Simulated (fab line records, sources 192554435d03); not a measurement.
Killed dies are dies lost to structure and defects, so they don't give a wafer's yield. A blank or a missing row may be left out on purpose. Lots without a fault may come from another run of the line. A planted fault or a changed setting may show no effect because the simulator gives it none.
fab line records | flow n5_finfet
record lots=4 wafers=10 last_day=19
route steps=1938 shown WELL_APT@50 PMOS_HMC_CHANNEL_EPI@57 FIN_SAQP@90 BEOL_M4@1111 PASSIVATION@1936
lots that met no fault: from a run of the same line without faults
start_h: hours from the record's first day to the start of the lot's first wafer shown | wait_h: hours since the lot's step before | " the same as in the row above | L1.1+2: a row that stands for several wafers | - no value, or no start given | * or withheld: withheld | < > ~ a bound
route shown NAME@n: a module of which the file shows steps, and the number in the route of the first | usual: mean/standard deviation of fault-free wafers | same: alike in all rows | chamber/n: place in a boat | sites: the reading at each site | _std_site: their standard deviation | _edge_site: outer sites' mean less inner sites' | radius_mm: how far each site lies from the wafer's centre | mask NAME#n: copy n | behind: the tool/chamber that last shaped the wafer | hold: why the lot was held/for how many hours/how that ended | device: the transistor (n, p or np) that didn't switch | end of line: the same wafers' tests at the end of the route | a step without rows: its recipe alone | killed: dies lost to structure and defects at the first sort, not the wafer's yield | map: a wafer's dies, x killed, . not, _ none there
set.NAME: the setting as run; set.NAME@STEP: as run at that earlier step | model.NAME: the simulator's own value behind a step, which no gauge read
lots at some steps of the route; a table a step, a row a wafer
services: from which hour (start_h, from the record's first day; less than 0 if before it) a tool's chamber was out of use, for how many hours, and why
## steps
# step N5_WELL_APT_RTA_34
# recipe temp_c=1000 time_s=10 ambient=N2 idle_temp_c=600 ramp_up_c_per_s=150 ramp_down_c_per_s=60 cool_to_c=600
# step N5_WELL_APT_OXIDE_STRIP_42
# recipe chemistry=dHF dilution=25:1 time_s=45 temp_c=25 target=SiO2 target_depth_a=120
# step N5_WELL_APT_PRECLEAN_36
# recipe chemistry=O3/DIW time_s=45 temp_c=22 o3_ppm=10
# step N5_WELL_APT_PRECLEAN_39
# recipe chemistry=dHF time_s=60 dilution=150:1 temp_c=25
# step N5_WELL_APT_SRD_37
# recipe dry=ipa_marangoni do_ppb=5 time_s=30 temp_c=23 rinse_liquid=diw
# step N5_WELL_APT_EPI_41
# recipe material=Si target_thk_a=500 temp_c=650 precursor=SiH4/H2 pressure_torr=20 time_s=297.7
# step N5_PMOS_HMC_CHANNEL_EPI_HM_DEP_34
# recipe material=SiO2 target_thk_a=360 temp_c=400 precursor=TEOS/O2 pressure_torr=6.5 rf_w=900 teos_flow_sccm=161.4 gas=O2 flow_sccm=2650 time_s=6.9
# step N5_PMOS_HMC_CHANNEL_EPI_COAT_31
# recipe resist=BARC temp_c=205 time_s=60 spin_rpm=1500 resist_thk_nm=66
# step N5_PMOS_HMC_CHANNEL_EPI_COAT_03
# recipe resist=CAR-ArF-block spin_rpm=1500 resist_thk_nm=205
# step N5_PMOS_HMC_CHANNEL_EPI_EBR_05
# recipe solvent=PGMEA ebr_width_mm=1.5
# step N5_PMOS_HMC_CHANNEL_EPI_SOFTBAKE_04
# recipe temp_c=110 time_s=60 resist=CAR-ArF-block
# step N5_PMOS_HMC_CHANNEL_EPI_EXPOSE_06
# recipe mask_id=PMOS_HMC_BLK na=1.35 source_shape=conventional sigma_outer=0.8 polarization=unpolarized target_cd_nm=240 dose_mj=41
# same na=1.35
# columns lot.wafer tool chamber start_h wait_h mask
L264.1+4+6 arfi_scanner-01 0 59.38 - PMOS_HMC_BLK#0
L268.2+3 arfi_scanner-01 0 83.32 - PMOS_HMC_BLK#0
L271.3+4 arfi_scanner-01 0 101.07 - PMOS_HMC_BLK#0
L279.2+5+6 arfi_scanner-02 0 149.38 - PMOS_HMC_BLK#0
# step N5_PMOS_HMC_CHANNEL_EPI_PEB_07
# recipe peb_temp_c=110 peb_time_s=60 resist=CAR-ArF-block
# step N5_PMOS_HMC_CHANNEL_EPI_DEVELOP_08
# recipe develop_time_s=30 developer=TMAH resist=CAR-ArF-block dev_temp_c=23 rinse_liquid=diw dry=air_spin
# step N5_PMOS_HMC_CHANNEL_EPI_CD_MEAS_09
# recipe target_cd_nm=237.4 landing_energy_ev=500 detector=se_inlens
# usual cd_nm=237.5/0.83
# columns lot.wafer tool chamber start_h wait_h cd_nm
L264.1 cd_sem-02 0 59.50 - 237.6
L264.4 " 0 " " 237.1
L264.6 " 0 " " 237.3
L268.2 cd_sem-01 0 83.44 - 239.7
L268.3 " 0 " " 293.8
L271.3 cd_sem-01 0 101.19 - 283.0
L271.4 " 0 " " 281.8
L279.2 cd_sem-01 0 149.50 - 237.0
L279.5 " 0 " " 237.4
L279.6 " 0 " " 238.4
# step N5_PMOS_HMC_CHANNEL_EPI_DESCUM_14
# recipe chemistry=O2 time_s=7.9 source_power_w=50 bias_power_w=20 pressure_mtorr=20 rf_frequency_hz=2.712e+07 temp_c=40 resist=CAR-ArF-block o2_flow_sccm=225
# usual drypump_motor_current_A=5.7/0.56 oes_product_au=0.80/0.095 rf_vpp_V=243.0/1.4 showerhead_plenum_p_Torr=2.10/0.069 throttle_valve_pct=20.41/0.17
# columns lot.wafer tool chamber start_h wait_h drypump_motor_current_A oes_product_au rf_hours_counter_h rf_vpp_V showerhead_plenum_p_Torr throttle_valve_pct model.PMOS_HMC_CHANNEL_EPI.cd_nm
L264.1 rie_diel-04 3 59.70 0.1 5.9 0.68 246 243.0 2.15 20.58 237.6
L264.4 " 0 " " 5.3 0.69 233 241.3 1.99 20.55 237.1
L264.6 " 0 " " 5.4 0.69 - 240.6 1.99 20.55 237.4
L268.2 rie_diel-01 1 83.53 0.0 6.8 0.87 42 243.2 2.14 20.29 239.9
L268.3 " 0 " " 5.5 0.88 35 243.3 2.14 20.20 293.7
L271.3 rie_diel-04 3 101.59 0.3 5.9 0.97 4 242.6 2.15 20.23 283.1
L271.4 " 1 " " 5.9 0.79 118 244.7 2.19 20.44 281.9
L279.2 rie_diel-06 1 149.74 0.2 4.9 0.74 192 243.5 2.09 20.50 237
L279.5 " 1 " " 4.9 0.73 - 243.2 2.09 20.50 237.6
L279.6 " 3 " " 5.1 0.72 - 242.3 1.99 20.77 238.4
# step N5_PMOS_HMC_CHANNEL_EPI_ETCH_32
# recipe chemistry=N2/H2 target=BARC stop_on=SiO2 target_depth_a=858 over_etch_frac=0.3 time_s=50.3 ion_energy_ev=200 mask_material=CAR-ArF-block pressure_mtorr=30 source_w=840 bias_w=150 n2_flow_sccm=200 h2_flow_sccm=200
# step N5_PMOS_HMC_CHANNEL_EPI_HM_OPEN_15
# recipe chemistry=CHF3/O2 target=SiO2 mask_material=CAR-ArF-block target_depth_a=406 CHF3_flow_sccm=50 O2_flow_sccm=5 Ar_flow_sccm=200 time_s=20.3 pressure_mtorr=30 source_w=650 bias_w=170 ion_energy_ev=200
# step N5_PMOS_HMC_CHANNEL_EPI_STRIP_33
# recipe chemistry=N2/H2 power_w=500 temp_c=40 pressure_mtorr=50 rf_frequency_hz=6e+07 overash_fraction=0.3 bias_power_w=8 h2_frac=0.5 n2_flow_sccm=300 h2_flow_sccm=300
# step N5_PMOS_HMC_CHANNEL_EPI_STRIP_17
# recipe chemistry=SPM time_s=750 temp_c=130 h2so4_h2o2_vol_ratio=4 dry=ipa_marangoni
# step N5_PMOS_HMC_CHANNEL_EPI_ETCH_38
# recipe chemistry=CF4 target=SiO2 target_depth_a=15 ion_energy_ev=350 pressure_mtorr=10 icp_w=800 bias_w=400 cf4_flow_sccm=80
# step N5_PMOS_HMC_CHANNEL_EPI_FIN_RECESS_16
# recipe chemistry=HBr/Cl2 target=Si mask_material=SiO2 target_depth_a=540 time_s=18 pressure_mtorr=10 icp_w=800 bias_w=75 HBr_flow_sccm=150 Cl2_flow_sccm=80
# usual drypump_motor_current_A=6.1/0.38 he_backside_leak_sccm=2.8/0.34 oes_product_au=0.993/0.0089 throttle_valve_pct=35.47/0.24
# columns lot.wafer tool chamber start_h wait_h drypump_motor_current_A he_backside_leak_sccm oes_product_au rf_hours_counter_h throttle_valve_pct model.PMOS_HMC_CHANNEL_EPI.cd_nm
L264.1 rie_si-02 0 60.17 0.0 6.0 2.5 0.991 3 35.48 239.7
L264.4 " 3 " " 6.5 2.9 0.994 104 35.98 239.8
L264.6 " 1 " " 5.5 2.9 0.989 - 35.35 240.3
L268.2 rie_si-01 1 83.99 0.0 5.8 2.8 0.993 165 35.21 242.8
L268.3 " 3 " " 6.2 3.5 0.995 190 35.67 295.7
L271.3 rie_si-03 1 102.04 0.0 6.4 2.7 0.980 119 35.11 285.6
L271.4 " 3 " " 5.3 2.7 0.990 93 35.11 284.9
L279.2 rie_si-02 2 150.20 0.0 6.7 2.6 0.983 88 35.38 238.6
L279.5 " 1 " " 5.5 3.0 0.984 - 35.35 239.3
L279.6 " 2 " " 6.7 2.5 0.997 - 35.36 240.9
# step N5_PMOS_HMC_CHANNEL_EPI_PRECLEAN_36
# recipe chemistry=O3/DIW time_s=45 temp_c=22 o3_ppm=10
# step N5_PMOS_HMC_CHANNEL_EPI_PRECLEAN_18
# recipe chemistry=DHF time_s=30 temp_c=25 dilution=withheld
# step N5_PMOS_HMC_CHANNEL_EPI_SRD_19
# recipe dry=ipa_marangoni do_ppb=5 time_s=30 temp_c=23 rinse_liquid=diw
# step N5_PMOS_HMC_CHANNEL_EPI_EPI_20
# recipe material=SiGe30 mask_material=SiO2 pressure_torr=20 target_thk_a=590 temp_c=600
# step N5_PMOS_HMC_CHANNEL_EPI_HM_STRIP_35
# recipe chemistry=dHF temp_c=25 material=SiO2 target=SiO2 target_depth_a=396 time_s=216
# step N5_PMOS_HMC_CHANNEL_EPI_SRD_39
# recipe dry=ipa_marangoni time_s=30 temp_c=23 rinse_liquid=diw
# step N5_PMOS_HMC_CHANNEL_EPI_CMP_21
# recipe material=SiGe30 post_cmp_clean=alkaline_brush target_thk_nm=54
# step N5_PMOS_HMC_CHANNEL_EPI_PRECLEAN_40
# recipe chemistry=DHF time_s=30 temp_c=25 dilution=withheld
# step N5_PMOS_HMC_CHANNEL_EPI_PRECLEAN_37
# recipe chemistry=O3/DIW time_s=45 temp_c=22 o3_ppm=10
# step N5_PMOS_HMC_CHANNEL_EPI_PRECLEAN_24
# recipe chemistry=DHF time_s=30 temp_c=25 dilution=withheld
# step N5_PMOS_HMC_CHANNEL_EPI_SRD_25
# recipe dry=ipa_marangoni do_ppb=5 time_s=30 temp_c=23 rinse_liquid=diw
# step N5_PMOS_HMC_CHANNEL_EPI_EPI_26
# recipe material=Si target_thk_a=38 temp_c=650 precursor=SiH4/H2 pressure_torr=20 time_s=22.7
# step N5_FIN_SAQP_PRECLEAN_42
# recipe chemistry=O3/DIW time_s=60 temp_c=22 o3_ppm=10
# step N5_FIN_SAQP_PRECLEAN_00
# recipe chemistry=SC1 time_s=60 temp_c=55 mix=1:2:50
# step N5_BEOL_M4_RC_MEAS_101
# usual DIBL_N=36.4/1.4 DIBL_P=36.4/1.5 IOFF_N=0.156/0.022 IOFF_P=0.210/0.023 ION_N=675/9.1 ION_P=463/5.7 SS_N=71.6/0.45 SS_P=73.3/0.56 VT_N=250/3.1 VT_P=-250.3/2.3
# columns lot.wafer tool chamber start_h wait_h DIBL_N[mV/V] DIBL_P[mV/V] IOFF_N[nA/um] IOFF_P[nA/um] ION_N[uA/um] ION_P[uA/um] SS_N[mV/dec] SS_P[mV/dec] VT_N[mV] VT_P[mV]
L264.1 prober-02 0 234.37 0.0 37.4 37.3 0.156 0.211 669 464 72.4 73.7 249 -252.6
L264.4 " 0 " " 38.2 37.2 0.164 0.203 678 456 72.1 73.3 251 -254.0
L264.6 " 0 " " 37.3 37.2 0.151 0.194 664 451 71.3 73.2 251 -254.2
L268.2 prober-02 0 264.84 0.2 35.3 36.3 0.129 0.206 658 463 71.5 73.3 256 -250.7
L279.2 prober-02 0 327.85 0.2 36.4 37.5 0.167 0.238 683 474 72.1 73.0 249 -248.2
L279.5 " 0 " " 36.3 37.1 0.158 0.233 688 475 71.7 72.9 250 -246.6
L279.6 " 0 " " 37.8 37.9 0.193 0.260 685 473 71.9 73.3 245 -248.3
# step N5_PASSIVATION_PROBE_49
# usual defect_limited_yield=91.5/1.3 killed_at_M0_to_M3=33/10 killed_at_M4_up=13/4 killed_at_contacts=12/6.3 killed_at_front_end=39/11 killed_at_other=3.4/2.6 killed_dies=100/15 killed_on_rim=13/4 killed_open=65/11 killed_short=34/7.8 sort_bin_5_function=5.0/0.89 sort_bin_6_memory=3.2/0.58 sort_n_pass=1080/15 sort_yield_pct=91.5/1.3
# same gross_dies=1180 killed_at_back_side=0 sort_bin_4_leakage[%]=0 sort_bin_8_speed[%]=0
# columns lot.wafer tool chamber start_h wait_h defect_limited_yield[%] killed_at_M0_to_M3 killed_at_M4_up killed_at_contacts killed_at_front_end killed_at_other killed_dies killed_on_rim killed_open killed_short sort_bin_5_function[%] sort_bin_6_memory[%] sort_n_pass sort_yield_pct[%]
L264.1 prober-02 - 352.21 0.1 92.8 29 13 7 29 7 85 5 58 26 4.3 2.5 1095 92.8
L264.4 prober-02 - 352.36 0.2 90.6 36 17 14 40 4 111 18 68 41 5.0 3.6 1069 90.6
L264.6 prober-02 - 352.46 0.3 91.7 34 13 10 41 0 98 20 56 40 4.3 3.3 1082 91.7
L268.3 prober-02 - 382.14 0.1 7.8 22 10 8 1046 2 1088 109 53 25 4.6 1.9 92 7.8
L271.3 prober-01 - 392.56 0.1 28.3 31 12 16 784 3 846 49 67 32 4.6 3.6 334 28.3
L271.4 prober-01 - 392.61 0.2 36.0 29 16 12 693 5 755 31 73 49 6.9 3.5 425 36.0
# killed by level:class
L264.1 BEOL_M1:geometric_particle:open=8 BEOL_M0_SAQP:geometric_particle:open=7 STI_FIN_REVEAL:geometric_particle:open=5 MOL_CONTACT_COAG:geometric_particle:open=5 BEOL_M4:geometric_particle:open=5 FIN_SAQP:geometric_particle:open=4 BEOL_M3:geometric_particle:open=4 PASS1_DEP:geometric_particle:short=4
L264.4 MOL_CONTACT_COAG:geometric_particle:open=11 BEOL_M0_SAQP:geometric_particle:short=10 FIN_SAQP:geometric_particle:short=7 BEOL_M0_SAQP:geometric_particle:open=7 BEOL_M1:geometric_particle:open=6 STI_FIN_REVEAL:geometric_particle:open=5 GATE_CUT:geometric_particle:short=5 BEOL_M2:geometric_particle:open=5
L264.6 FIN_SAQP:geometric_particle:short=9 MOL_CONTACT_COAG:geometric_particle:open=9 BEOL_M3:geometric_particle:open=7 BEOL_M2:geometric_particle:short=6 BEOL_M0_SAQP:geometric_particle:open=5 STI_FIN_REVEAL:geometric_particle:open=5 GATE_CUT:geometric_particle:short=5 FIN_CUT:geometric_particle:short=4
L268.3 PMOS_HMC_CHANNEL_EPI:area_expose=1010 FIN_SAQP:geometric_particle:short=10 MOL_CONTACT_COAG:geometric_particle:open=8 BEOL_M1:geometric_particle:open=8 FIN_SAQP:geometric_particle:open=7 STI_FIN_REVEAL:geometric_particle:open=6 BEOL_M0_SAQP:geometric_particle:open=4 BEOL_M0_SAQP:geometric_particle:short=4
L271.3 PMOS_HMC_CHANNEL_EPI:area_expose=746 MOL_CONTACT_COAG:geometric_particle:open=13 STI_FIN_REVEAL:geometric_particle:open=10 BEOL_M4:geometric_particle:open=9 FIN_SAQP:geometric_particle:open=8 BEOL_M0_SAQP:geometric_particle:short=8 BEOL_M3:geometric_particle:open=7 FIN_SAQP:geometric_particle:short=6
L271.4 PMOS_HMC_CHANNEL_EPI:area_expose=628 FIN_SAQP:geometric_particle:open=16 BEOL_M0_SAQP:geometric_particle:short=16 FIN_SAQP:geometric_particle:short=15 STI_FIN_REVEAL:geometric_particle:open=12 MOL_CONTACT_COAG:geometric_particle:open=11 STARTING-WAFER:geometric_particle:open=6 DUMMY_GATE:geometric_particle:open=6
# map L268.3 (x killed, . not)
_________________xxxx..xxx.xx________________
______________.xxxxxxxxxxxxxxxxx_____________
___________x.xxx.xxxxxxxxxxxxxxx.x.__________
__________.xxx.xxxxxxxxxxxxxxxxxxx.x_________
________xxxx.xxxxxxxxxxxxx.xxxxxxxxx.._______
_______xxxxxx.xxxxxxxxxxxxxxxxxxxxxxxxx______
______xxxx.xxxxxxxxxxxxxxxxxxxxxxxxx.x.._____
_____x.xxxxxxxxxxxxxxxxxxxxxxxxxxxxxxxxx.____
____xx.xxxxxxxxxxxxxxxxxxxxxxxxxxxxxxxxx..___
___.xxxxxxxxxxxxxxxxxxxxxxxxxxxxxxxxxxxxxxx__
___xxxxxxxxxxxxxxxxxxxxxxxxxxxxxxxxxxxxxxx.__
__x.xxxxxxxxxxxxxxxxxxxxxxxxxxxxxxxxxxxxxxxx_
__xxxxxxxx.xxxxxxxxxxxxxxxxxxxxxxx.xxxxxx..._
_x...xxxxxxxxxxxxxxxxxxxxxxxxxxxxxxxxxxxxx.x.
_xxxxxxxxxxxxxxxxxxxxxxxxxxxxxxxxxx.xxxxxxxxx
_xxxxxxxxxxxxxxxxxxxxxxxxxxxxxxxxxxxxxxxxxxx.
_x.xxxxxxxxxxxxxxxxxxxxxxxxxxxxxxxxxxxxxxxxxx
_xxxxxxxxxxxxxxxxxxxxxxxxxxxxxxxxxxxxxxxxxx.x
_xxxxxxxxxxxxxxxxxxxxxxxxxxxxxxxxxxxxxxxxxxxx
_xxx..xxxxxxxxxxxxxxxxxxxxxxxxxxxxxxxxxxxx.xx
_xxxxxxxxxxxxxxxxxxxxxxxxxxxxxxxxxxxxxxxxx...
__xxxxx..xxxxxxxxxxxxxxxxxxxxxxxxxxxxxxxxxxx_
__xxxxxxxx.xxxxxxxxxxxxxxxxxxxxxxxxxxxxxxxxx_
___xxxxxxxxxxxxxxxxxxxxxxxxxxxxxxxxxxxxxxx.__
___xxxxxxxxxxxxxxxxxxxxxxxxxxxxxxxxxxxxxx..__
____xx.x..xxxxxxxxxxxxxxxxxxxxxxxxxxxxxxx.___
_____..xxxxxxxxxxxxxxxxxxxxxxxxxxx.xxxxxx____
______.x.xxxxxxxxxxxxxxxxxxxxxxxxxx..xxx_____
_______xxxxxxxxxxxxxxxxxxxxxxxx..xxxxxx______
________xxx.xxxxx.xxxxxxxxxxxx..xxxxxx_______
__________.x.xxxxx.xxxxxxxxxxxxx..xx_________
___________.x.xxxx.xx.xxx.xx.xxx.x.__________
______________x.xxx.xxx.x.xxxxx._____________
_________________x.xxxxxx..xx________________
# map L271.3 (x killed, . not)
_________________..x.xx..x..x________________
______________.x.x....x...x....._____________
___________..xx.xxxx..x.x..xx..xx..__________
__________xxx.xx....x.xx.x.x.x....xx_________
________.x..xxxxxxxxxxxxxxx.xx..x....x_______
_______.x....xxxxxxxxxxxxxxxxx.xx...x.x______
______x..xxxxx.xxxxxxxxx.xxxxxxxxx.xxxx._____
_____x.xxx.xxx.xxxxxxxx.xxxxxxxx.xx....x.____
____.xx.xxxx..x.xxxxxx.xxxxxxxxx.xx.x...xx___
___....x.xxxxxxxxxxxxxxxxxxxxxxxxxxx.xxx.x.__
___..xxx..xxxxxxxxxxxxxxxxxxxxxxxxx..xx.x.x__
__..x.x.xxxxxxxxxxxxxxxxxxxxxxxxxxxx..xx...._
__...xxxxxx.xxxxxxxxxxxxxxxxxxxxxxxxx.x..x.x_
_.....xxxxxxx.xxxxxxxxxxxxxx..xxxxxxx.xxxx.x.
_.....xxxx.xxxxxxxxxxxxxxxxxxxxxxxxxxxxxxxx..
_...xx.x..xxxxxxxxxxxxxxxxxxxxxxxxxxxxxxxx...
_x..xx.xxxxxxxxxxxxxxxxxxxxxxxxxx.x.xxxx.xx..
_.x.xxxxxxxxxxxxxxxxxxxxxxxxxxxxxxx..x.xxxx..
_x..x...xxxxxxxxxxxxxxxxxxxxxxxxxxxx.xxxx.xxx
_.....x.xxx.xxxxxxxxxxxxxxxxxxxxxxxxxxxxxx...
_..xxxxxxxxxxxxxxxxxxxxxxxxxxxxxxxxxxxx.x.x.x
__....xxxxxx.xxxxxxxxxxxxxxxxxxxxxxxxx.x.x.._
__xxx.xxxxxxxxxxxxxxxxxxxx.xxxxxx.xxxxxxx..x_
___......xxxxxxxxxxxx.xxxxxxxxxxxxx...xxx..__
___....xx.xxxxxxxxxxxxxxxxxxxx.xxxxx.......__
____.xxx.xxxx.xxxxxxxxxxxxxxxxxxx.xx......___
_____.xxxx..xx.xxxxxxxxxxxx.xxxx..xxx.xx.____
______..xxxxxxxxxxxxxxxxx.xxxxxxx..x...._____
_______...xxxxx.x.xxx.xxxx.xxxxx.x..x.x______
________...x.x..xxxx..xxxxx.xxxx.x...._______
__________xx..x...x.xx..xx.xxx...x.x_________
___________x..x.x.xx.xx..x.x.x.....__________
______________.x.x..x.xxx......._____________
_________________.x..........________________
## services
# columns tool chamber start_h hours kind
rie_si-02 - 40.99 0.9 repair
arfi_scanner-01 0 44.76 - calibration
rie_diel-04 1 46.04 2.6 repair
rie_si-01 2 48.77 3.3 repair
arfi_scanner-01 - 50.21 0.8 pm
rie_si-01 - 53.03 28.1 pm
arfi_scanner-01 - 55.54 1.0 pm
rie_diel-06 2 57.16 4.2 repair
arfi_scanner-02 - 62.56 4.9 pm
rie_diel-01 0 66.08 1.5 repair
rie_si-03 1 67.28 5.5 repair
rie_diel-04 3 71.71 - clean
rie_si-01 1 85.12 3.7 repair
rie_si-01 - 86.10 0.1 repair
rie_diel-06 - 92.89 0.4 repair
arfi_scanner-02 - 96.85 2.7 repair
arfi_scanner-02 - 103.78 1.0 pm
arfi_scanner-01 - 106.67 1.3 pm
rie_diel-06 2 114.51 5.9 repair
arfi_scanner-01 - 115.80 0.3 repair
arfi_scanner-02 - 116.09 1.0 pm
rie_diel-06 - 116.53 12.6 repair
arfi_scanner-02 - 131.70 1.3 pm
arfi_scanner-01 - 146.92 3.0 pm
## key
first_sign step=N5_PMOS_HMC_CHANNEL_EPI_CD_MEAS_09 reading=cd_nm direction=up sigmas=58 usual=237.5 struck=286.2
effect step=N5_PASSIVATION_PROBE_49 reading=killed_at_front_end direction=up sigmas=70 usual=39 struck=841
model_effect step=N5_PMOS_HMC_CHANNEL_EPI_DESCUM_14 value=PMOS_HMC_CHANNEL_EPI.cd_nm without=238 struck=286.2
model_effect step=N5_PMOS_HMC_CHANNEL_EPI_FIN_RECESS_16 value=PMOS_HMC_CHANNEL_EPI.cd_nm without=240.6 struck=288.7
more_kills_born_at N5_PMOS_HMC_CHANNEL_EPI_EXPOSE_06@arfi_scanner-01=2384
met_at N5_PMOS_HMC_CHANNEL_EPI_EXPOSE_06
struck_wafers L268.3,L271.3,L271.4
later_rows_left_out L268.3,L271.3,L271.4
onset_between 59.38 83.32
fault kind=process_parameter_drift tool=arfi_scanner-01 chamber=- onset_h=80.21 steps=N5_PMOS_HMC_CHANNEL_EPI_EXPOSE_06 channel=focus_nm offset=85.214 shape=step end_h=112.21 scope=struck_wafers_only
# later_rows_left_out: the simulator's readings of these wafers behind a module that went badly wrong aren't trusted and aren't shown, but for the sort
